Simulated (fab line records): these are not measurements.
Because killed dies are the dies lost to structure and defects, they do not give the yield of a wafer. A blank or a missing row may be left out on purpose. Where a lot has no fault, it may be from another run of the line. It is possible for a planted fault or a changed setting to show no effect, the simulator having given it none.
Problem report, 8D (eight disciplines) form, completed by code	flow n5Finfet	the parts of the form that need people (team, actions taken, sign-off) are left out

1. PROBLEM STATEMENT
Wafers free of any fault read 660 nm (standard deviation 9) for M12_ILD_THK at N5_BEOL_M12_THK_MEAS_01, against a mean of 524 nm on 4 wafers of 3 lots. That puts it -15 standard deviations away from the usual mean.
First observed at day 15 19:34: wafer L338.2, on filmMetro-01. Wafers with a number at this step in the record: 28, from 10 lots. The rule behind "out" and "out of limits": a value lying over 4 standard deviations away from the usual mean. Any other wafer with a number is counted as sound.

2. WHAT IT IS, AND WHAT IT ISN'T
question	is	is not
which readings at this step	M12_ILD_THK	-
which lots	L338, L339, L340	L320, L323, L324, L326, L327, L330, L342
which wafers of those lots	L338.2, L339.5, L340.2, L340.5	L338.1, L338.3, L339.6
read on which gauges	filmMetro-01	filmMetro-02
when	from day 15 19:34	up to then (20 sound wafers); but 4 sound wafers of L339, L342 came after

3. THE SUSPECTS, EACH WITH WHAT RULES IT OUT
Counting: a tool at a process step up to the reading stays a suspect if it ran every lot that is out. Sound lots after the first of them don't rule it out here, since some wafers of a struck lot are sound.
- ruled out: the gauge at N5_BEOL_M12_THK_MEAS_01. All the wafers that are out were read on filmMetro-01, but those of them that N5_BEOL_M12_ILD_DEP_00 has rows for are out there too, on other tools.
- pvdSputter-02 at N5_BEOL_M11_PRE_CLEAN_45 (time 30 s): kept. It ran every lot that is out, first L338 (day 15 17:11); its last sound lot up to then is L324 (day 11 15:44).
- pecvd-02 at N5_BEOL_M12_ILD_DEP_00 (deposits SiOC from DEMS/O2, target thk 658.92 nm, time 130.7 s): kept. It ran every lot that is out, first L338 (day 15 19:26); its last sound lot up to then is L324 (day 11 17:30). Its own readings are out on those wafers: runLengthS.
The count leaves pecvd-02 at N5_BEOL_M12_ILD_DEP_00 and pvdSputter-02 at N5_BEOL_M11_PRE_CLEAN_45.

4. THE CAUSE (what the simulator had put in)
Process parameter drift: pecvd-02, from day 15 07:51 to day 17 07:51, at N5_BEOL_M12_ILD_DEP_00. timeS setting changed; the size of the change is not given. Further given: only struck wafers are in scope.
Counting left 2 suspects, and this tool is among them.

5. THE CHAIN OF EFFECTS, in route order
One row per reading whose mean, taken over the struck wafers that have a number, lies over 3 standard deviations from the usual. Scope: only readings with a usual standard deviation given in the record; hours: median across lots of the time from each lot's start at the first step in this table that gives one to its start at this step; sigmas: change in usual standard deviations.
hours	step	reading	usual	on struck wafers	change	sigmas
0	N5_BEOL_M12_ILD_DEP_00	runLengthS	175.6 s	148.0	-27.6	-54
0	N5_BEOL_M12_THK_MEAS_01	M12_ILD_THK	660 nm	524	-136	-15
1	N5_BEOL_M12_STRIP_63	stripTimeToEndpointS	42.8 s	54.0	+11.2	+13
Here are the process steps it includes:
- N5_BEOL_M12_ILD_DEP_00: deposits SiOC from DEMS/O2, target thk 658.92 nm, time 130.7 s.
- N5_BEOL_M12_STRIP_63: strips in N2/H2.

6. WHAT WOULD HAVE CAUGHT IT SOONER
The first out-of-limits reading at a measuring or inspecting step in this record came at day 15 19:34, 12 hours after the fault's start at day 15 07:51.
Tool's own readings at N5_BEOL_M12_ILD_DEP_00, runLengthS: out on all struck wafers the step has rows for; an alarm limit on them would have tripped on the first.
L339, L340, from the lots that are out (3), started N5_BEOL_M12_ILD_DEP_00 on pecvd-02 later than day 15 19:34. A hold on the tool at that time would have spared those 2.
